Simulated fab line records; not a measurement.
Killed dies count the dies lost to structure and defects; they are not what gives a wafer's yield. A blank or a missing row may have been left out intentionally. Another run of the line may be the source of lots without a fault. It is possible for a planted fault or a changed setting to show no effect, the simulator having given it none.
Comparing a struck lot with a sound one -- flow nand harc -- 26 out of 1159 route steps
Sound: the wafers L237.3, L237.4, L237.6. Struck: wafer L228.6 (left out: L228.2, L228.4 of the same lot, which were not struck); the cause appears at the end.
Per side, at each step with rows, come the tool, then ch with its chambers, and then its first start. Under that, the readings that differ: sound wafers -- struck wafers -- difference of the means -- sigmas: that difference in standard deviations of wafers without a fault.
alike: readings with means less than 2 such deviations apart, plus words and numbers identical on both sides. not compared: withheld readings, readings lacking a value on some wafer, bounds such as >300 that could conceal the same value, and numbers that have no deviation in the record and whose values overlap.
The two part at a step that has a row with sigmas, a row that says differs or no value, or rows on one side only. Non-overlapping numbers with no deviation appear without sigmas and do not part them. Lack of a reading on every wafer of one side parts them only where that side has two or more wafers.

NHARC_P_CONTACT_DEP_30: deposits SiNx, target thk 30 nm.
  sound on pecvd-03 ch 0,1,2, day 10 08:50; struck on pecvd-04 ch 0, day 8 22:52
  alike: heater power w, rf fwd power W
NHARC_P_CONTACT_DEP_00: deposits SiO2, target thk 500 nm.
  sound: pecvd-03 ch 0,1,2; struck: pecvd-04 ch 0
  alike: heater power w, rf fwd power W, throttle valve pct
NHARC_P_CONTACT_CMP_01: polishes SiO2, target thk 200 nm.
  sound on cmp-03 ch 2,3, day 10 09:34; struck on cmp-04 ch 1, day 8 23:34
  alike: motor current A, slurry flow ml min
then, 8 steps without rows for these wafers: NHARC_P_CONTACT_SRD_03; NHARC_P_CONTACT_DEHYDRATE_04 (time 120 s); NHARC_P_CONTACT_HMDS_05 (time 30 s); NHARC_P_CONTACT_COAT_33 (time 75 s); NHARC_P_CONTACT_COAT_34 (time 65 s); NHARC_P_CONTACT_COAT_06 (resist thk 90 nm); NHARC_P_CONTACT_SOFTBAKE_07 (time 55 s); NHARC_P_CONTACT_EBR_08.
NHARC_P_CONTACT_EXPOSE_09: exposes mask P CA, target cd 90 nm.
  sound on arfi scanner-01 ch 0, day 10 10:16; struck on arfi scanner-02 ch 0, day 9 00:14
  alike: mask, stage vel mm s
then, 2 steps without rows for these wafers: NHARC_P_CONTACT_PEB_10 (peb time 65 s); NHARC_P_CONTACT_DEVELOP_11 (develop time 35 s).
NHARC_P_CONTACT_CD_MEAS_12: target cd 90 nm.
  sound on cd sem-03 ch 0, day 10 10:25; struck on cd sem-03 ch 0, day 9 00:22
reading,sound,struck,difference,sigmas
cd nm (nm),89.7 89.9 90.3,83.3,-6.7,-7
NHARC_P_CONTACT_OVL_MEAS_13:
  sound on overlay-01 at day 10 10:29; struck on overlay-01 at day 9 00:28
  alike: overlay x nm, overlay y nm
NHARC_P_CONTACT_INSPECT_14:
  sound on defect inspect-02 at day 10 10:32; struck on defect inspect-02 at day 9 00:30
  alike: raw defect count
NHARC_P_CONTACT_DESCUM_17: chemistry O2, time 3 s.
  sound on rie diel-01 ch 0,2, day 10 10:35; struck on rie diel-01 ch 2, day 9 00:34
reading,sound,struck,difference,sigmas
model.P_CONTACT.cd nm (nm),90.26 90.33 90.39,83.83,-6.50,
  alike: drypump motor current A, oes product au, rf vpp V, showerhead plenum p Torr, throttle valve pct
  not compared: rf hours counter h
then, 2 steps without rows for these wafers: NHARC_P_CONTACT_ETCH_35 (etches the open film in CF4, target depth 39 nm, time 65 s); NHARC_P_CONTACT_ETCH_36 (etches the open film in N2/H2, target depth 260 nm, time 406.25 s).
NHARC_P_CONTACT_ETCH_18: etches the open film in C4F8/O2/Ar, target depth 481 nm, time 240.5 s.
  sound: rie diel-01 ch 0,2; struck: rie diel-01 ch 1
  alike: oes product au, rf fwd power W, rf vpp V
  not compared: rf hours counter h
then, 1 step without rows for these wafers: NHARC_P_CONTACT_STRIP_37 (strips in C4F8/O2/Ar).
NHARC_P_CONTACT_ETCH_31: etches the open film in CH3F/O2, target depth 30 nm, time 85.7 s.
  sound: rie diel-01 ch 0,2,3; struck: rie diel-01 ch 1
reading,sound,struck,difference,sigmas
model.P_CONTACT.cd nm (nm),91.71 90.59 92.2,86.29,-5.21,
  alike: drypump motor current A, oes product au, rf fwd power W, rf vpp V, showerhead plenum p Torr, throttle valve pct
  not compared: rf hours counter h
NHARC_P_CONTACT_CD_MEAS_19:
  sound on cd sem-03 at day 10 11:28; struck on cd sem-03 at day 9 01:27
reading,sound,struck,difference,sigmas
cd nm (nm),91.7 90.7 92.0,86.4,-5.1,-3
NHARC_P_CONTACT_STRIP_28: strips in O2.
  sound on rie diel-11 ch 0,2,3, day 10 11:32; struck on rie diel-01 ch 2, day 9 01:31
  alike: drypump motor current A, oes product au, rf vpp V, showerhead plenum p Torr, throttle valve pct
  not compared: rf hours counter h
-- record jumps: 14 days between struck wafers' starts before vs after; left off in module P_CONTACT, resumes in module END, first step shown is number 1159 of the route --
NHARC_END_SORT_01:
  sound on prober-02 ch 0, day 24 20:55; struck on prober-02 ch 0, day 22 19:31
  alike: killed at array, killed at periphery, killed dies, killed open, killed short

WHERE THEY PART
Last at NHARC_P_CONTACT_CD_MEAS_19 as far as this record goes, first at NHARC_P_CONTACT_CD_MEAS_12. Later steps at which nothing parts them and some readings are alike: NHARC_P_CONTACT_STRIP_28, NHARC_END_SORT_01.

WHY: what the simulator had put in
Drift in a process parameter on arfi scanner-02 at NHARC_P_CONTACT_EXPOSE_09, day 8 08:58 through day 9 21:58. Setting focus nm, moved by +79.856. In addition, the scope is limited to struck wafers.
